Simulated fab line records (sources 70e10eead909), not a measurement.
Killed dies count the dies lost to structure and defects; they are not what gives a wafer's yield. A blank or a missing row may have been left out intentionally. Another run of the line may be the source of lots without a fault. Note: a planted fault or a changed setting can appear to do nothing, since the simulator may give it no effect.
Check of tool commonality	flow nand-harc	Lots sampled 11, wafers sampled 33

## REASON IT WAS OPENED
At NHARC_A_CHANNEL_HOLE_D2_INSPECT_40 the reading raw-defect-count is flagged on 2 of 11 lots. No-fault wafers: 300, standard deviation 100.
Rule: flag the lot when none of its wafers has a number, or when each of its wafers that has one lies beyond 4 standard deviations from that mean. The other lots count as sound.

lot	measured	on	raw-defect-count, wafer by wafer	flag
L112	day 13 14:14	defect-inspect-01	247 264 203	
L115	day 14 22:45	defect-inspect-02	431 489 343	
L118	day 15 12:24	defect-inspect-01	380 389 368	
L119	day 16 06:38	defect-inspect-02	220 283 182	
L120	day 17 00:13	defect-inspect-02	230 147 214	
L121	day 17 07:16	defect-inspect-02	204 178 180	
L123	day 17 19:20	defect-inspect-01	325 534 452	
L125	day 18 13:31	defect-inspect-01	220 165 193	
L124	day 18 15:01	defect-inspect-01	279 344 372	
L128	day 20 05:13	defect-inspect-01	1196 1064 1045	FLAGGED
L129	day 20 15:21	defect-inspect-01	986 928 1057	FLAGGED
The mean of the flagged lots' numbers is 1046, +746 from the usual (+7 standard deviations).

## LOT BY LOT: THE TOOL USED
4 process steps preceding the reading are held in the record, out of 1302 steps in the route. Read each cell as the tool, then ch plus the chambers that the sampled wafers visited, then the start.
lot	flag	NHARC_A_CHANNEL_HOLE_D2_ETCH_20	NHARC_A_CHANNEL_HOLE_D2_ETCH_22	NHARC_A_CHANNEL_HOLE_D2_ETCH_24	NHARC_A_CHANNEL_HOLE_D2_ETCH_25
L112		har-etch-01 ch 0,1, day 13 08:37	har-etch-01 ch 0,1, day 13 09:22	har-etch-01 ch 0,1, day 13 10:38	har-etch-01 ch 0,1, day 13 11:24
L115		har-etch-02 ch 0,1, day 14 17:07	har-etch-02 ch 0,1, day 14 17:57	har-etch-02 ch 0,1, day 14 19:16	har-etch-02 ch 0,1, day 14 20:05
L118		har-etch-02 ch 0,1, day 15 06:54	har-etch-02 ch 0,1, day 15 07:44	har-etch-02 ch 0,1, day 15 09:04	har-etch-02 ch 0,1, day 15 09:53
L119		har-etch-01 ch 1, day 16 01:04	har-etch-01 ch 1, day 16 01:49	har-etch-01 ch 1, day 16 03:05	har-etch-01 ch 1, day 16 03:50
L120		har-etch-01 ch 0,1, day 16 12:47	har-etch-01 ch 0,1, day 16 13:32	har-etch-01 ch 0,1, day 16 14:49	har-etch-01 ch 0,1, day 16 15:35
L121		har-etch-01 ch 0,1, day 17 01:38	har-etch-01 ch 0,1, day 17 02:24	har-etch-01 ch 0,1, day 17 03:40	har-etch-01 ch 0,1, day 17 04:26
L123		har-etch-01 ch 0,1, day 17 13:50	har-etch-01 ch 0,1, day 17 14:41	har-etch-01 ch 0,1, day 17 16:00	har-etch-01 ch 0,1, day 17 16:49
L125		har-etch-02 ch 0,1, day 18 07:59	har-etch-02 ch 0,1, day 18 08:47	har-etch-02 ch 0,1, day 18 10:05	har-etch-02 ch 0,1, day 18 10:52
L124		har-etch-01 ch 0,1, day 18 09:34	har-etch-01 ch 0,1, day 18 10:26	har-etch-01 ch 0,1, day 18 11:49	har-etch-01 ch 0,1, day 18 12:38
L128	FLAGGED	har-etch-02 ch 0,1, day 19 23:39	har-etch-02 ch 0,1, day 20 00:27	har-etch-02 ch 0,1, day 20 01:45	har-etch-02 ch 0,1, day 20 02:32
L129	FLAGGED	har-etch-02 ch 0,1, day 20 09:44	har-etch-02 ch 0,1, day 20 10:29	har-etch-02 ch 0,1, day 20 11:46	har-etch-02 ch 0,1, day 20 12:32
What is done by these steps:
- NHARC_A_CHANNEL_HOLE_D2_ETCH_20: etches the open film in C4F8/O2/Ar, time 361.9 s, target depth 1600 nm.
- NHARC_A_CHANNEL_HOLE_D2_ETCH_22: etches the open film in C4F8/O2/Ar, time 666.7 s, target depth 1600 nm.
- NHARC_A_CHANNEL_HOLE_D2_ETCH_24: etches the open film in C4F8/O2/Ar, time 906.2 s, target depth 1500 nm.
- NHARC_A_CHANNEL_HOLE_D2_ETCH_25: etches the open film in C4F8/O2/Ar, time 1040.2 s, target depth 1500 nm.
- NHARC_A_CHANNEL_HOLE_D2_INSPECT_40

## FLAGGED OVER TOTAL, TOOL BY TOOL (the gauges that took the reading come last)
step	tool	lots run	flagged	share of the flagged lots	sound lots run after its first flagged lot
NHARC_A_CHANNEL_HOLE_D2_ETCH_20	har-etch-01	6	0	none	-
NHARC_A_CHANNEL_HOLE_D2_ETCH_20	har-etch-02	5	2	all	0
NHARC_A_CHANNEL_HOLE_D2_ETCH_22	har-etch-01	6	0	none	-
NHARC_A_CHANNEL_HOLE_D2_ETCH_22	har-etch-02	5	2	all	0
NHARC_A_CHANNEL_HOLE_D2_ETCH_24	har-etch-01	6	0	none	-
NHARC_A_CHANNEL_HOLE_D2_ETCH_24	har-etch-02	5	2	all	0
NHARC_A_CHANNEL_HOLE_D2_ETCH_25	har-etch-01	6	0	none	-
NHARC_A_CHANNEL_HOLE_D2_ETCH_25	har-etch-02	5	2	all	0
NHARC_A_CHANNEL_HOLE_D2_INSPECT_40	defect-inspect-01	7	2	all	0
NHARC_A_CHANNEL_HOLE_D2_INSPECT_40	defect-inspect-02	4	0	none	-

## WHAT THE TABLE ALLOWS
5 rows of the table ran every flagged lot: har-etch-02 at NHARC_A_CHANNEL_HOLE_D2_ETCH_20, har-etch-02 at NHARC_A_CHANNEL_HOLE_D2_ETCH_22, har-etch-02 at NHARC_A_CHANNEL_HOLE_D2_ETCH_24, har-etch-02 at NHARC_A_CHANNEL_HOLE_D2_ETCH_25, defect-inspect-01 at NHARC_A_CHANNEL_HOLE_D2_INSPECT_40.
- har-etch-02 at NHARC_A_CHANNEL_HOLE_D2_ETCH_20 ran 5 lots, 2 of them flagged. Its last sound lot is L125 (day 18 07:59), its first flagged lot L128 (day 19 23:39): a fault that began between those two fits.
- har-etch-02 at NHARC_A_CHANNEL_HOLE_D2_ETCH_22 ran 5 lots, 2 of them flagged. Its last sound lot is L125 (day 18 08:47), its first flagged lot L128 (day 20 00:27): a fault that began between those two fits.
- har-etch-02 at NHARC_A_CHANNEL_HOLE_D2_ETCH_24 ran 5 lots, 2 of them flagged. Its last sound lot is L125 (day 18 10:05), its first flagged lot L128 (day 20 01:45): a fault that began between those two fits.
- har-etch-02 at NHARC_A_CHANNEL_HOLE_D2_ETCH_25 ran 5 lots, 2 of them flagged. Its last sound lot is L125 (day 18 10:52), its first flagged lot L128 (day 20 02:32): a fault that began between those two fits.
- defect-inspect-01 at NHARC_A_CHANNEL_HOLE_D2_INSPECT_40 ran 7 lots, 2 of them flagged. Its last sound lot is L124 (day 18 15:01), its first flagged lot L128 (day 20 05:13): a fault that began between those two fits.
Because each of these 2 tools fits a fault that began at some hour, counting lots does not separate them. More lots, or a look at what each step does to the wafer, might.

## WHAT THE SIMULATOR HAD PUT IN
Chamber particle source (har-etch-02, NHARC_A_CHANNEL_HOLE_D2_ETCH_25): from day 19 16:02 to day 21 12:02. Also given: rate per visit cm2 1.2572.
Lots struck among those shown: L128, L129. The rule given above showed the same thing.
